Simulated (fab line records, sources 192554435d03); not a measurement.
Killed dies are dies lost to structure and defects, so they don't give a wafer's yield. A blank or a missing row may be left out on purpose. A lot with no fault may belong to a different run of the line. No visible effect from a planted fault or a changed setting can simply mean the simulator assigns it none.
Chamber matching -- flow n5 finfet -- N5_HKMG_FIN_ETCH_54 on rie diel-05: 4 sister chambers
The step etches SiARC in CF4, target depth 45.5 nm, time 75.8 s. 20 wafers are shown with their chamber, then 10 later ones without.

EACH WAFER AND ITS CHAMBER
wafer,chamber,drypump motor current A (A),showerhead plenum p Torr (Torr),throttle valve pct (%)
L074.1,2,5.5,2.11,15.64
L074.2,1,5.1,2.21,15.80
L074.3,3,6.5,2.22,15.81
L074.4,0,5.8,2.22,15.48
L074.5,3,6.5,2.22,15.80
L074.6,0,5.8,2.22,15.47
L076.2,1,5.2,2.21,15.81
L076.3,3,6.5,2.21,15.80
L076.5,1,5.1,2.20,15.81
L081.1,0,5.7,2.21,15.50
L081.3,3,6.5,2.21,15.85
L081.6,0,5.8,2.21,15.51
L082.2,1,5.2,2.20,15.84
L082.3,0,5.8,2.21,15.52
L082.5,3,6.5,2.21,15.84
L083.3,1,5.1,2.20,15.84
L083.4,1,5.1,2.20,15.84
L083.5,3,6.5,2.21,15.85
L087.1,0,5.8,2.21,15.55
L087.4,3,6.5,2.21,15.87

SIGNATURES (averages over the wafers above)
reading,chamber 0,chamber 1,chamber 2,chamber 3,scatter within a chamber
drypump motor current A,5.783,5.133,5.500,6.500,0.0368
showerhead plenum p Torr,2.2133,2.2033,2.1100,2.2129,0.00506
throttle valve pct,15.5050,15.8233,15.6400,15.8314,0.0257
Rule: a wafer lies at a distance from a chamber equal to the root of the sum of squares, over the readings, of (its reading less the chamber's mean, divided by the reading's scatter). The wafer belongs to the nearest chamber; if the next one is less than 2 further off, it can't be placed. How the scatter is found: for the shown wafers, subtract from each reading the mean of its chamber, square and add these, divide the total by (wafers less chambers), then take the root.

WAFERS WITHOUT THEIR CHAMBER
wafer,drypump motor current A (A),showerhead plenum p Torr (Torr),throttle valve pct (%)
L087.5,6.5,2.21,15.87
L090.1,5.5,2.10,15.23
L090.2,5.1,2.19,15.88
L090.6,5.5,2.10,15.26
L094.1,5.5,2.10,15.25
L094.2,6.5,2.20,15.87
L094.3,5.8,2.20,15.57
L094.4,5.5,2.10,15.25
L094.5,6.5,2.20,15.90
L094.6,5.7,2.20,15.56

THE CHAMBER EACH PASSED THROUGH
wafer,from the rows above,in truth
L087.5,3,3
L090.1,2,2
L090.2,1,1
L090.6,2,2
L094.1,2,2
L094.2,3,3
L094.3,0,0
L094.4,2,2
L094.5,3,3
L094.6,0,0
Correctly placed: 10 of 10. Not placeable from these rows: 0. Number placed wrongly: 0.
